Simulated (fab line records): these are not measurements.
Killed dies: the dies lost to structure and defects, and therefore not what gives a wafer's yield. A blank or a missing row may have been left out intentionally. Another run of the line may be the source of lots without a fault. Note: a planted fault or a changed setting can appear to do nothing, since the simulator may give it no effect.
fab line records	flow n5_finfet
[record] lots = 5	wafers = 15	last_day = 19
route steps=1938 shown BEOL_M8@1386 PASSIVATION@1936
lots that met no fault: taken from a fault-free run of the same line
start_h: hours from the record's first day to the start of the lot's first wafer shown	wait_h: time in hours since the lot's previous step	" as in the row above	L1.1+2: a single row standing in for several wafers	- no value, or no start given	* or withheld: withheld	< > ~ a bound
route shown NAME@n: names a module that has steps shown in the file, with the first one's number in the route	usual: mean/standard deviation of fault-free wafers	same: alike in all rows	chamber/n: place in a boat	sites: per-site readings	_std_site: standard deviation across them	_edge_site: mean of outer sites minus mean of inner sites	radius_mm: for every site, how far away it sits from the centre of the wafer	mask NAME#n: copy n	behind: the tool/chamber that last shaped the wafer	hold: cause of the lot's hold/its duration in hours/its outcome	device: the transistor (n, p or np) that didn't switch	end of line: the tests these same wafers got at the end of their route	a step without rows: its recipe alone	killed: dies that structure and defects cost at the first sort, which is not the same as the wafer's yield	map: dies across one wafer; x = killed, . = not, _ = none there
set.NAME: setting as actually run; set.NAME@STEP: the setting as run at that earlier step	model.NAME: the simulator's own value behind a step, which no gauge read
certain route steps with their lots: each step a table, each wafer a row
services: when a tool's chamber went out of use (start_h, in hours from the record's first day, below 0 if earlier), for how many hours, and the reason
[[steps]]
[step N5_BEOL_M8_CURE_75]
[recipe] temp_c = 370	time_s = 120	ambient = DMADMS/He	material = SiCOH_lowk
[usual] lamp_power_pct = 52.31/0.056	wafer_temp_C_max = 372.0/0.61
lot.wafer	tool	chamber	start_h	wait_h	lamp_power_pct	wafer_temp_C_max
L171.1	uv_cure-03	1	296.63	0.2	52.22	371.8
L171.3	"	1	"	"	52.33	371.6
L171.4	"	1	"	"	52.34	371.8
L172.2	uv_cure-02	1	298.48	0.1	52.32	372.3
L172.5	"	1	"	"	52.31	372.3
L172.6	"	1	"	"	52.30	372.8
L173.3	uv_cure-02	2	318.63	0.2	52.35	371.2
L173.4	"	2	"	"	52.29	371.6
L173.6	"	2	"	"	52.29	371.6
L181.3	uv_cure-03	2	381.91	0.1	52.24	372.9
L181.4	"	2	"	"	52.22	372.4
L181.6	"	2	"	"	52.31	372.8
L185.2	uv_cure-01	2	394.92	0.1	52.25	372.0
L185.3	"	2	"	"	52.36	371.9
L185.5	"	2	"	"	52.30	371.3
[step N5_BEOL_M8_DEGAS_44]
[recipe] ambient = vacuum	temp_c = 250	time_s = 60
[step N5_BEOL_M8_PRE_CLEAN_45]
[recipe] gas = H2/He	time_s = 30	temp_c = 250
[step N5_BEOL_M8_ALD_77]
[recipe] material = TaN	target_thk_a = 20	temp_c = 275	ald_precursor_family = PDMAT	ald_co_reactant = NH3	pressure_torr = 3	carrier_flow_sccm = 1500	pulse_time_s = 2	purge_time_s = 3	co_reactant_purge_time_s = 2	co_reactant_pulse_time_s = 3	ald_cycles = 40	precursor_vessel_temp_c = 75	precursor_vessel_pressure_torr = 26.25	precursor_vessel_carrier_sccm = 1000
[usual] heater_power_w = 436/33	mfc_carrier_sccm = 1500/4.4
[same] purge_time_s = 3
lot.wafer	tool	chamber	start_h	wait_h	heater_power_w	mfc_carrier_sccm
L171.1	ald_metal-01	3	297.18	0.0	437	1500
L171.3	"	1	"	"	443	1493
L171.4	"	2	"	"	454	1499
L172.2	ald_metal-02	3	301.00	0.1	428	1501
L172.5	"	2	"	"	448	1500
L172.6	"	3	"	"	435	1502
L173.3	ald_metal-01	0	319.46	0.0	443	1497
L173.4	"	3	"	"	429	1489
L173.6	"	0	"	"	414	1492
L181.3	ald_metal-04	0	382.37	0.0	455	1500
L181.4	"	2	"	"	417	1504
L181.6	"	1	"	"	492	1502
L185.2	ald_metal-04	1	395.38	0.1	499	1498
L185.3	"	0	"	"	446	1498
L185.5	"	3	"	"	377	1505
[step N5_BEOL_M8_SURFACE_TREAT_79]
[recipe] gas = Ar	time_s = *	ion_energy_ev = *	ion_current_ma_cm2 = 0.5	pressure_mtorr = *	ar_flow_sccm = 30
[usual] throttle_valve_pct = *
lot.wafer	tool	chamber	start_h	wait_h	throttle_valve_pct
L171.1	pvd_sputter-03	-	297.60	0.3	*
L171.3	"	-	"	"	*
L171.4	"	-	"	"	*
L172.2	pvd_sputter-03	-	302.23	1.1	*
L172.5	"	-	"	"	*
L172.6	"	-	"	"	*
L173.3	pvd_sputter-02	-	320.04	0.4	*
L173.4	"	-	"	"	*
L173.6	"	-	"	"	*
L181.3	pvd_sputter-02	-	382.82	0.3	*
L181.4	"	-	"	"	*
L181.6	"	-	"	"	*
L185.2	pvd_sputter-03	-	395.77	0.3	*
L185.3	"	-	"	"	*
L185.5	"	-	"	"	*
[step N5_BEOL_M8_CVD_78]
[recipe] material = Co	target_thk_a = 20	temp_c = withheld	precursor = CCTBA/H2	pressure_torr = 30	time_s = 142.3
[step N5_BEOL_M8_SPUTTER_48]
[recipe] material = Cu	target_thk_a = 100	temp_c = -20	bias_v = 60	power_w = 26000	chamber_pressure_pa = 0.13	time_s = 1.667
[usual] throttle_valve_pct = 30.2/1.5
lot.wafer	tool	chamber	start_h	wait_h	throttle_valve_pct
L171.1	pvd_sputter-01	-	297.88	0.1	29.6
L171.3	"	-	"	"	33.0
L171.4	"	-	"	"	28.4
L172.2	pvd_sputter-02	-	302.54	0.2	29.2
L172.5	"	-	"	"	29.3
L172.6	"	-	"	"	32.2
L173.3	pvd_sputter-02	-	320.60	0.2	29.5
L173.4	"	-	"	"	32.3
L173.6	"	-	"	"	32.4
L181.3	pvd_sputter-03	-	383.22	0.1	30.8
L181.4	"	-	"	"	29.9
L181.6	"	-	"	"	30.8
L185.2	pvd_sputter-02	-	396.25	0.1	29.6
L185.3	"	-	"	"	29.2
L185.5	"	-	"	"	29.8
[step N5_BEOL_M8_ECD_50]
[recipe] material = Cu	target_thk_a = 3000
[step N5_BEOL_M8_ANNEAL_51]
[recipe] temp_c = 225	time_s = 90	ambient = N2
[usual] anneal_temp_c = 225.00/0.16	wafer_temp_C_max = 225.9/0.34
lot.wafer	tool	chamber	start_h	wait_h	anneal_temp_c	wafer_temp_C_max
L171.1	rtp_anneal-02	0	298.48	0.5	225.00	226.0
L171.3	"	0	"	"	225.03	226.1
L171.4	"	0	"	"	225.07	226.1
L172.2	rtp_anneal-01	0	302.80	0.1	224.89	225.7
L172.5	"	0	"	"	224.92	225.6
L172.6	"	0	"	"	225.05	225.7
L173.3	rtp_anneal-01	0	321.32	0.6	225.22	225.5
L173.4	"	0	"	"	225.05	225.5
L173.6	"	0	"	"	225.10	225.4
L181.3	rtp_anneal-01	0	384.05	0.7	224.70	225.7
L181.4	"	0	"	"	225.21	225.8
L181.6	"	0	"	"	225.01	225.6
L185.2	rtp_anneal-02	0	396.91	0.5	225.09	226.1
L185.3	"	0	"	"	224.98	226.2
L185.5	"	0	"	"	225.37	226.2
[step N5_BEOL_M8_CMP_52]
[recipe] stop_on = SiCOH_lowk	t_overpolish_s = 6.9	down_force_psi = 1	platen_rpm = 50	clearing_platen_down_force_psi = 1.5	clearing_platen_rpm = 50	post_cmp_clean = cu_alkaline	target_thk_nm = 80	clearing_platen_pad_velocity_m_s = 0.99484	pad_velocity_m_s = 0.99484
[step N5_BEOL_M8_THK_MEAS_53]
[recipe] thk_meas_gauge = xrf	reads = Cu_of_BEOL_M8_ECD_50
[usual] M8_THK = 79.3/1.7
lot.wafer	tool	chamber	start_h	wait_h	M8_THK[nm]
L171.1	film_metro-02	-	299.09	0.1	79.0
L171.3	"	-	"	"	81.4
L171.4	"	-	"	"	79.2
L172.2	film_metro-02	-	303.38	-	79.6
L172.5	"	-	"	"	80.4
L172.6	"	-	"	"	78.8
L173.3	film_metro-02	-	321.84	-	80.3
L173.4	"	-	"	"	80.1
L173.6	"	-	"	"	79.1
L181.3	film_metro-02	-	384.66	-	82.7
L181.4	"	-	"	"	81.8
L181.6	"	-	"	"	80.0
L185.2	film_metro-01	-	397.45	-	80.0
L185.3	"	-	"	"	81.2
L185.5	"	-	"	"	81.0
[step N5_BEOL_M8_PRE_CLEAN_55]
[recipe] gas = NH3	time_s = 15	temp_c = withheld	rf_power_w = 300
[step N5_BEOL_M8_DEP_56]
[recipe] material = SiCN	target_thk_a = 100	temp_c = withheld	precursor = 3MS/NH3	pressure_torr = 3	rf_w = 202	time_s = 17.5
[usual] showerhead_plenum_p_Torr = 3.670/0.009	throttle_valve_pct = 9.2/0.63
lot.wafer	tool	chamber	start_h	wait_h	showerhead_plenum_p_Torr	throttle_valve_pct	model.SiCN_of_BEOL_M8_DEP_56.thk_nm
L171.1	pecvd-03	1	299.15	0.0	3.666	9.0	9.8
L171.3	"	0	"	"	3.664	10.0	9.8
L171.4	"	2	"	"	3.660	8.5	10.2
L172.2	pecvd-02	1	303.44	0.0	3.660	9.9	9.8
L172.5	"	0	"	"	3.667	10.0	10
L172.6	"	1	"	"	3.666	9.6	9.8
L173.3	pecvd-04	1	321.90	0.0	3.688	8.4	9.8
L173.4	"	1	"	"	3.688	8.6	10
L173.6	"	0	"	"	3.670	9.6	10
L181.3	pecvd-03	1	384.72	0.0	3.659	9.1	9.8
L181.4	"	1	"	"	3.676	8.9	7.4
L181.6	"	0	"	"	3.673	10.1	7.4
L185.2	pecvd-02	2	397.53	0.0	3.667	8.7	9.6
L185.3	"	2	"	"	3.665	8.5	9.8
L185.5	"	2	"	"	3.681	8.5	10
[step N5_BEOL_M8_RS_MEAS_57]
[recipe] thk_meas_gauge = four-point-probe	reads = Cu_of_BEOL_M8_ECD_50+Co_of_BEOL_M8_CVD_78+TaN_of_BEOL_M8_ALD_77
[usual] M8_RS = 0.291/0.0071
lot.wafer	tool	chamber	start_h	wait_h	M8_RS[ohm/sq]
L171.1	film_metro-02	-	299.22	0.1	0.294
L171.3	"	-	"	"	0.283
L171.4	"	-	"	"	0.292
L172.2	film_metro-02	-	303.51	0.1	0.290
L172.5	"	-	"	"	0.285
L172.6	"	-	"	"	0.293
L173.3	film_metro-02	-	321.97	0.1	0.284
L173.4	"	-	"	"	0.285
L173.6	"	-	"	"	0.288
L181.3	film_metro-01	-	384.79	0.1	0.277
L181.4	"	-	"	"	0.280
L181.6	"	-	"	"	0.286
L185.2	film_metro-01	-	397.62	0.1	0.286
L185.3	"	-	"	"	0.281
L185.5	"	-	"	"	0.283
[step N5_PASSIVATION_PROBE_49]
[usual] defect_limited_yield = 90.9/1.3	killed_at_M0_to_M3 = 36/11	killed_at_M4_up = 13/5.1	killed_at_contacts = 14/4.9	killed_at_front_end = 41/10	killed_at_other = 3.4/2.6	killed_dies = 107/16	killed_open = 70/11	killed_short = 36/7.8	sort_bin_5_function = 5.4/0.84	sort_bin_6_memory = 3.4/0.67	sort_n_pass = 1073/16	sort_yield_pct = 90.9/1.3
[same] gross_dies = 1180	killed_at_back_side = 0	sort_bin_4_leakage[%] = 0	sort_bin_8_speed[%] = 0
lot.wafer	tool	chamber	start_h	wait_h	defect_limited_yield[%]	killed_at_M0_to_M3	killed_at_M4_up	killed_at_contacts	killed_at_front_end	killed_at_other	killed_dies	killed_open	killed_short	sort_bin_5_function[%]	sort_bin_6_memory[%]	sort_n_pass	sort_yield_pct[%]
L171.1	prober-01	-	363.76	0.0	90.8	21	27	13	42	6	109	68	38	5.6	3.3	1071	90.8
L171.3	prober-01	-	363.86	0.1	90.6	24	8	4	69	6	111	73	34	4.8	4.3	1069	90.6
L171.4	prober-01	-	363.91	0.2	91.7	24	12	15	44	3	98	69	28	4.5	3.4	1082	91.7
L173.3	prober-01	-	385.24	0.1	89.0	38	18	11	62	1	130	94	34	6.4	4.5	1050	89.0
L173.4	prober-01	-	385.29	0.2	89.1	48	9	11	60	1	129	95	34	6.7	3.9	1051	89.1
L173.6	prober-01	-	385.39	0.3	90.8	29	18	10	48	4	109	68	38	4.7	4.2	1071	90.8
L181.3	prober-01	-	461.13	0.1	92.0	28	12	16	37	1	94	71	22	4.9	2.9	1086	92.0
L181.4	prober-01	-	461.18	0.2	89.9	59	9	10	37	4	119	84	31	6.2	3.6	1061	89.9
L181.6	prober-01	-	461.28	0.3	89.9	56	13	9	41	0	119	78	39	6.5	3.2	1061	89.9
// killed by level:class
L171.1 BEOL_M4:geometric_particle:open=16 MOL_CONTACT_COAG:geometric_particle:open=11 FIN_SAQP:geometric_particle:short=8 FIN_SAQP:geometric_particle:open=7 BEOL_M3:geometric_particle:open=5 STARTING-WAFER:geometric_particle:open=5 BEOL_M2:geometric_particle:short=4 BEOL_M3:geometric_particle:short=4
L171.3 FIN_SAQP:geometric_particle:open=24 FIN_SAQP:geometric_particle:short=16 BEOL_M1:geometric_particle:open=8 STI_FIN_REVEAL:geometric_particle:open=7 BEOL_M3:geometric_particle:open=7 GATE_CUT:geometric_particle:short=4 BEOL_M4:geometric_particle:open=4 STARTING-WAFER:geometric_particle:open=4
L171.4 MOL_CONTACT_COAG:geometric_particle:open=12 FIN_SAQP:geometric_particle:open=10 BEOL_M3:geometric_particle:open=9 BEOL_M4:geometric_particle:open=8 STI_FIN_REVEAL:geometric_particle:open=7 FIN_SAQP:geometric_particle:short=6 GATE_CUT:geometric_particle:short=5 BEOL_M3:geometric_particle:short=5
L173.3 FIN_SAQP:geometric_particle:open=22 STI_FIN_REVEAL:geometric_particle:open=13 BEOL_M0_SAQP:geometric_particle:open=11 BEOL_M0_SAQP:geometric_particle:short=10 BEOL_M4:geometric_particle:open=9 MOL_CONTACT_COAG:geometric_particle:open=8 BEOL_M3:geometric_particle:open=7 FIN_SAQP:geometric_particle:short=6
L173.4 STI_FIN_REVEAL:geometric_particle:open=28 BEOL_M0_SAQP:geometric_particle:short=13 BEOL_M0_SAQP:geometric_particle:open=11 FIN_SAQP:geometric_particle:open=10 MOL_CONTACT_COAG:geometric_particle:open=10 BEOL_M2:geometric_particle:open=10 BEOL_M3:geometric_particle:open=6 GATE_CUT:geometric_particle:open=5
L173.6 FIN_SAQP:geometric_particle:open=11 STI_FIN_REVEAL:geometric_particle:open=11 BEOL_M2:geometric_particle:open=8 BEOL_M4:geometric_particle:open=7 MOL_CONTACT_COAG:geometric_particle:open=6 GATE_CUT:geometric_particle:short=5 BEOL_M1:geometric_particle:open=5 STARTING-WAFER:geometric_particle:short=5
L181.3 MOL_CONTACT_COAG:geometric_particle:open=14 DUMMY_GATE:geometric_particle:open=10 BEOL_M3:geometric_particle:open=7 FIN_SAQP:geometric_particle:open=6 STI_FIN_REVEAL:geometric_particle:open=5 BEOL_M0_SAQP:geometric_particle:open=5 BEOL_M2:geometric_particle:open=5 FIN_SAQP:geometric_particle:short=4
L181.4 BEOL_M0_SAQP:geometric_particle:open=16 BEOL_M3:geometric_particle:open=15 BEOL_M1:geometric_particle:open=10 FIN_SAQP:geometric_particle:open=8 BEOL_M0_SAQP:geometric_particle:short=8 STI_FIN_REVEAL:geometric_particle:open=7 MOL_CONTACT_COAG:geometric_particle:short=5 MOL_CONTACT_COAG:geometric_particle:open=5
L181.6 BEOL_M0_SAQP:geometric_particle:open=13 BEOL_M0_SAQP:geometric_particle:short=9 BEOL_M1:geometric_particle:open=9 MOL_CONTACT_COAG:geometric_particle:open=8 BEOL_M3:geometric_particle:short=8 STI_FIN_REVEAL:geometric_particle:open=7 BEOL_M3:geometric_particle:open=7 STARTING-WAFER:geometric_particle:open=6
[[services]]
tool	chamber	start_h	hours	kind
pecvd-03	0	276.97	8.1	repair
pecvd-04	0	284.53	2.1	scheduled_down
pecvd-04	-	289.99	14.6	pm
ald_metal-04	3	291.30	6.7	repair
pecvd-04	-	309.82	0.5	repair
uv_cure-03	-	334.74	4.5	pm
pecvd-03	2	339.65	5.5	scheduled_down
pecvd-02	2	347.40	5.5	scheduled_down
pecvd-03	1	356.28	16.5	scheduled_down
pecvd-04	2	358.74	6.5	repair
pecvd-02	1	364.95	2.1	scheduled_down
uv_cure-01	-	368.52	7.5	pm
uv_cure-02	-	371.31	28.1	pm
pecvd-02	0	381.77	2.6	repair
pecvd-02	1	384.35	-	clean
pecvd-02	1	384.35	-	consumable_replace:showerhead
pecvd-02	1	384.35	29.0	scheduled_down
pecvd-02	1	384.35	29.0	vent_cycle
uv_cure-03	-	393.46	1.0	pm
[[key]]
first_sign none at tools or gauges
[model_effect] step = N5_BEOL_M8_DEP_56	value = SiCN_of_BEOL_M8_DEP_56.thk_nm	without = 10.1	struck = 7.4
met_at N5_BEOL_M8_DEP_56
struck_wafers L181.4,L181.6
onset_between 299.15 384.72
[fault] kind = process_parameter_drift	tool = pecvd-03	chamber = -	onset_h = 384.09	steps = N5_BEOL_M8_DEP_56	channel = time_s	offset = *	shape = step	end_h = 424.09	scope = struck_wafers_only	acts_in = *	stated = *
